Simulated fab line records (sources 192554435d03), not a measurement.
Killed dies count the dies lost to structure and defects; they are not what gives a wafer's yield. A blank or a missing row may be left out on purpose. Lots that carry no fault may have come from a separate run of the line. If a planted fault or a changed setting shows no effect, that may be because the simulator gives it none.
Lot-split experiment || flow n5_finfet || 21 wafers read from 7 lots, route of 1938 steps

ABOUT THE SPLIT
At N5_BEOL_M8_TRENCH_ETCH_37 (etches SiCOH lowk in C4F6/O2, target depth 93.478 nm, time 31.2 s), the setting time_s was moved away from the recipe's 31.2 s on 6 of the 21 wafers read, by -16.7% to +7.4%. All remaining wafers had this setting at the recipe value.

FROM THE SPLIT TO THE READING: what the file shows between them, 11 steps
- N5_BEOL_M8_ETCH_41: etches SiCN in CH3F/O2, target depth 31.9 nm, time 57.8 s
- N5_BEOL_M8_STRIP_80: strips in N2/H2, time 10 s
- N5_BEOL_M8_OCD_MEAS_38
- N5_BEOL_M8_HM_STRIP_39: strips TiN in peroxide tin strip, target depth 25 nm, time 158 s
- N5_BEOL_M8_SRD_40: time 30 s
- N5_BEOL_M8_ECD_50: material Cu, target thk 300 nm
- N5_BEOL_M8_ANNEAL_51: time 90 s
- N5_BEOL_M8_CMP_52: polishes, stops on SiCOH lowk, t overpolish 6.9 s, target thk 80 nm
- N5_BEOL_M8_THK_MEAS_53: measures by xrf
- N5_BEOL_M8_PRE_CLEAN_55: time 15 s
- N5_BEOL_M8_DEP_56: deposits SiCN from 3MS/NH3, target thk 10 nm, time 17.5 s

THE READING
M8_RS (ohm/sq), read at N5_BEOL_M8_RS_MEAS_57 with a four-point probe. Typical for fault-free wafers on this fab line: 0.285 ohm/sq, with standard deviation 0.0051 ohm/sq.

{"wafer": "L074.2", "tool, chamber at the split": "rie_diel-01, 1", "time_s as run, s": 31.2, "against the recipe": "recipe", "M8_RS, ohm/sq": 0.288, "against lot-mates on the recipe": "-"}
{"wafer": "L074.4", "tool, chamber at the split": "rie_diel-01, 3", "time_s as run, s": 31.2, "against the recipe": "recipe", "M8_RS, ohm/sq": 0.293, "against lot-mates on the recipe": "-"}
{"wafer": "L074.5", "tool, chamber at the split": "rie_diel-01, 0", "time_s as run, s": 31.2, "against the recipe": "recipe", "M8_RS, ohm/sq": 0.289, "against lot-mates on the recipe": "-"}
{"wafer": "L076.1", "tool, chamber at the split": "rie_diel-03, 0", "time_s as run, s": 31.2, "against the recipe": "recipe", "M8_RS, ohm/sq": 0.284, "against lot-mates on the recipe": "-"}
{"wafer": "L076.2", "tool, chamber at the split": "rie_diel-03, 1", "time_s as run, s": 31.2, "against the recipe": "recipe", "M8_RS, ohm/sq": 0.280, "against lot-mates on the recipe": "-"}
{"wafer": "L076.6", "tool, chamber at the split": "rie_diel-03, 1", "time_s as run, s": 31.2, "against the recipe": "recipe", "M8_RS, ohm/sq": 0.278, "against lot-mates on the recipe": "-"}
{"wafer": "L077.2", "tool, chamber at the split": "rie_diel-02, 3", "time_s as run, s": 27.06, "against the recipe": "-13.3%", "M8_RS, ohm/sq": 0.366, "against lot-mates on the recipe": "+0.079"}
{"wafer": "L077.4", "tool, chamber at the split": "rie_diel-02, 3", "time_s as run, s": 31.2, "against the recipe": "recipe", "M8_RS, ohm/sq": 0.287, "against lot-mates on the recipe": "-"}
{"wafer": "L077.6", "tool, chamber at the split": "rie_diel-02, 1", "time_s as run, s": 27.06, "against the recipe": "-13.3%", "M8_RS, ohm/sq": 0.345, "against lot-mates on the recipe": "+0.058"}
{"wafer": "L082.2", "tool, chamber at the split": "rie_diel-03, 2", "time_s as run, s": 31.2, "against the recipe": "recipe", "M8_RS, ohm/sq": 0.288, "against lot-mates on the recipe": "-"}
{"wafer": "L082.3", "tool, chamber at the split": "rie_diel-03, 0", "time_s as run, s": 31.2, "against the recipe": "recipe", "M8_RS, ohm/sq": 0.293, "against lot-mates on the recipe": "-"}
{"wafer": "L082.4", "tool, chamber at the split": "rie_diel-03, 1", "time_s as run, s": 31.2, "against the recipe": "recipe", "M8_RS, ohm/sq": 0.284, "against lot-mates on the recipe": "-"}
{"wafer": "L083.1", "tool, chamber at the split": "rie_diel-03, 1", "time_s as run, s": 33.51, "against the recipe": "+7.4%", "M8_RS, ohm/sq": 0.262, "against lot-mates on the recipe": -0.024}
{"wafer": "L083.3", "tool, chamber at the split": "rie_diel-03, 0", "time_s as run, s": 33.51, "against the recipe": "+7.4%", "M8_RS, ohm/sq": 0.263, "against lot-mates on the recipe": -0.023}
{"wafer": "L083.4", "tool, chamber at the split": "rie_diel-03, 2", "time_s as run, s": 31.2, "against the recipe": "recipe", "M8_RS, ohm/sq": 0.286, "against lot-mates on the recipe": "-"}
{"wafer": "L090.1", "tool, chamber at the split": "rie_diel-01, 0", "time_s as run, s": 25.99, "against the recipe": "-16.7%", "M8_RS, ohm/sq": 0.364, "against lot-mates on the recipe": "+0.086"}
{"wafer": "L090.2", "tool, chamber at the split": "rie_diel-01, 3", "time_s as run, s": 25.99, "against the recipe": "-16.7%", "M8_RS, ohm/sq": 0.371, "against lot-mates on the recipe": "+0.093"}
{"wafer": "L090.6", "tool, chamber at the split": "rie_diel-01, 2", "time_s as run, s": 31.2, "against the recipe": "recipe", "M8_RS, ohm/sq": 0.278, "against lot-mates on the recipe": "-"}
{"wafer": "L095.1", "tool, chamber at the split": "rie_diel-02, 2", "time_s as run, s": 31.2, "against the recipe": "recipe", "M8_RS, ohm/sq": 0.289, "against lot-mates on the recipe": "-"}
{"wafer": "L095.4", "tool, chamber at the split": "rie_diel-02, 1", "time_s as run, s": 31.2, "against the recipe": "recipe", "M8_RS, ohm/sq": 0.288, "against lot-mates on the recipe": "-"}
{"wafer": "L095.6", "tool, chamber at the split": "rie_diel-02, 3", "time_s as run, s": 31.2, "against the recipe": "recipe", "M8_RS, ohm/sq": 0.294, "against lot-mates on the recipe": "-"}

FIT RESULTS
A straight line over all 21 wafers: M8_RS changes by -0.00471 ohm/sq for each +1% of time_s; r = -0.98; the points scatter about the line by 0.0067 ohm/sq.
The same after taking each lot's own level away (the mean of its wafers on the recipe; 21 wafers): -0.00496 ohm/sq for each +1%; r = -0.99; scatter 0.0061 ohm/sq.
On that fit, the largest move of time_s shifts the reading by 0.083 ohm/sq.
The lots' own levels span 0.2780 to 0.2903 ohm/sq, that is 2.4 times the standard deviation above.
Consequently the slope shifts little with the lot-to-lot level, the two slopes agreeing.
Check: with one of the wafers moved furthest among these (-16.7%) left out of the fit, the line predicts +0.0846 ohm/sq for it against its lot-mates. Against them it came out at +0.086 ohm/sq.

THE WHOLE CHAIN: every reading that the file lists as answering this split, in the file's order
{"step": "N5_BEOL_M8_TRENCH_ETCH_37", "what it does": "etches SiCOH lowk in C4F6/O2, target depth 93.478 nm, time 31.2 s", "reading": "BEOL_M8.feature_depth_nm (the simulator's own value, which no gauge read)", "change (the file's fit)": "+1 nm for each +1% of the setting", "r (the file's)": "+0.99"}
{"step": "N5_BEOL_M8_TRENCH_ETCH_37", "what it does": "etches SiCOH lowk in C4F6/O2, target depth 93.478 nm, time 31.2 s", "reading": "etch.depth_nm (the simulator's own value, which no gauge read)", "change (the file's fit)": "+0.996 nm for each +1% of the setting", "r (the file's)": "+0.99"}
{"step": "N5_BEOL_M8_OCD_MEAS_38", "what it does": "", "reading": "trench_depth_nm", "change (the file's fit)": "+0.996 nm for each +1% of the setting", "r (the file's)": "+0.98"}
{"step": "N5_BEOL_M8_CMP_52", "what it does": "polishes, stops on SiCOH lowk, t overpolish 6.9 s, target thk 80 nm", "reading": "Cu_of_BEOL_M8_ECD_50.thk_nm (the simulator's own value, which no gauge read)", "change (the file's fit)": "+0.99 nm for each +1% of the setting", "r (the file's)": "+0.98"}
{"step": "N5_BEOL_M8_THK_MEAS_53", "what it does": "measures by xrf", "reading": "M8_THK", "change (the file's fit)": "+0.985 for each +1% of the setting", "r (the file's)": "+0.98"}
{"step": "N5_BEOL_M8_RS_MEAS_57", "what it does": "measures by four-point-probe", "reading": "M8_RS", "change (the file's fit)": "-0.00505 for each +1% of the setting", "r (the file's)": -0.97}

FILE'S OWN FIT
M8_RS changes by -0.00505 ohm/sq for each +1% of time_s, r = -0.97.
